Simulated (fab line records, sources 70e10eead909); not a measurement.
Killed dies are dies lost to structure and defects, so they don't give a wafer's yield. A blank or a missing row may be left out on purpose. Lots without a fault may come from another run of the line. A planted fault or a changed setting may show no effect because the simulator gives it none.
Problem report in the 8D (eight disciplines) form, filled by code | flow nand_harc | the parts of the form that need people (team, actions taken, sign-off) are left out

1. THE PROBLEM
cd_nm at NHARC_A_CHANNEL_HOLE_D1_CD_MEAS_10 reads a mean of 117.0 nm on 2 wafers of 2 lots; wafers without a fault read 99.8 nm with a standard deviation of 0.61. That is +28 standard deviations from the usual mean.
The step: target cd 100 nm.
First seen on wafer L391.6, day 11 23:59, on cd_sem-01. The record holds 23 wafers of 9 lots with a number at this step. Rule for "out", or "out of limits": more than 4 standard deviations from the usual mean. The other wafers with a number count as sound.

2. WHAT IT IS AND WHAT IT IS NOT
question                    | is                     | is not
which readings at this step | cd_nm                  | -
which lots                  | L391, L392             | L379, L382, L384, L393, L394, L395, L399
which wafers of those lots  | all that have a number | -
read on which gauges        | cd_sem-01              | cd_sem-02, cd_sem-03
when                        | from day 11 23:59      | up to then (9 sound wafers); but 12 sound wafers of L393, L394, L395, L399 came after

3. SUSPECTS, AND WHAT RULES EACH OUT
Counting: a tool at a process step up to the reading stays a suspect if it ran every lot that is out and no sound lot after the first of them.
- the gauge at NHARC_A_CHANNEL_HOLE_D1_CD_MEAS_10: ruled out. All the wafers that are out were read on cd_sem-01, but those of them that NHARC_A_CHANNEL_HOLE_D1_XSEM_31 has rows for are out there too, on other tools.
- rie_diel-04 at NHARC_P_BONDPAD_ACTIVATE_29 (chemistry N2, time 60 s): ruled out as a lasting fault. Sound lots L394, L395, L399 ran on it after its first lot that is out, L391 (day 10 07:01).
- litho_track-06 at NHARC_A_CHANNEL_HOLE_D1_PEB_08 (peb time 65 s): kept. It ran every lot that is out, first L391 (day 11 23:54), and no sound lot after that; its last sound lot up to then is L384 (day 10 16:36).
Left after counting: litho_track-06 at NHARC_A_CHANNEL_HOLE_D1_PEB_08.

4. THE CAUSE (what the simulator had put in)
Process parameter drift: litho_track-06, from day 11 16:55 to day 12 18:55, at NHARC_A_CHANNEL_HOLE_D1_PEB_08. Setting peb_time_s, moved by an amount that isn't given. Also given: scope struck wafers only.
Counting left only this tool.

5. THE CHAIN OF EFFECTS, in route order
Each row: a reading whose mean over the struck wafers that have a number lies more than 3 standard deviations from the usual. Only readings for which the record gives a usual standard deviation are gone through. hours: the time from each lot's start at the first step in this table that gives one to its start at this step, as a median over the lots. sigmas: the change in usual standard deviations.
hours | step                               | reading                           | usual   | on struck wafers | change | sigmas
0     | NHARC_A_CHANNEL_HOLE_D1_CD_MEAS_10 | cd_nm                             | 99.8 nm | 117.0            | +17.2  | +28
6     | NHARC_A_CHANNEL_HOLE_D1_CD_MEAS_18 | cd_nm                             | 99 nm   | 115              | +16    | +5.2
21    | NHARC_A_CHANNEL_HOLE_D1_XSEM_31    | bot_cd_nm                         | 75.0 nm | 93.7             | +18.7  | +12
344   | NHARC_END_WLT_00                   | VT_DECK1_BOTTOM                   | 0.872   | 0.920            | +0.048 | +7.0
344   | NHARC_END_WLT_00                   | VT_DECK1_BOTTOM_INNER             | 0.872   | 0.913            | +0.041 | +5.5
344   | NHARC_END_WLT_00                   | VT_DECK1_MEDIAN_NEAR_BOTTOM       | 0.873   | 0.917            | +0.044 | +5.7
344   | NHARC_END_WLT_00                   | VT_DECK1_MEDIAN_NEAR_BOTTOM_INNER | 0.873   | 0.915            | +0.042 | +6.1
344   | NHARC_END_WLT_00                   | VT_DECK1_MIDDLE                   | 0.884   | 0.931            | +0.047 | +6.9
344   | NHARC_END_WLT_00                   | VT_DECK1_MIDDLE_INNER             | 0.884   | 0.929            | +0.045 | +6.4
344   | NHARC_END_WLT_00                   | VT_DECK1_TOP                      | 0.896   | 0.933            | +0.037 | +5.3
344   | NHARC_END_WLT_00                   | VT_DECK1_TOP_INNER                | 0.895   | 0.931            | +0.036 | +4.9
348   | NHARC_END_SORT_01                  | killed_at_array                   | 27      | 223              | +196   | +16
348   | NHARC_END_SORT_01                  | killed_dies                       | 31      | 225              | +194   | +16
The process steps in it:
- NHARC_A_CHANNEL_HOLE_D1_XSEM_31

6. WHAT WOULD HAVE CAUGHT IT SOONER
In this record the first reading out of limits at a measuring or inspecting step was taken at day 11 23:59, 7 hours after the fault began at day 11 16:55.
Of the lots that are out (2), L392 began NHARC_A_CHANNEL_HOLE_D1_PEB_08 on litho_track-06 after day 11 23:59. A hold on the tool at that time would have spared it.
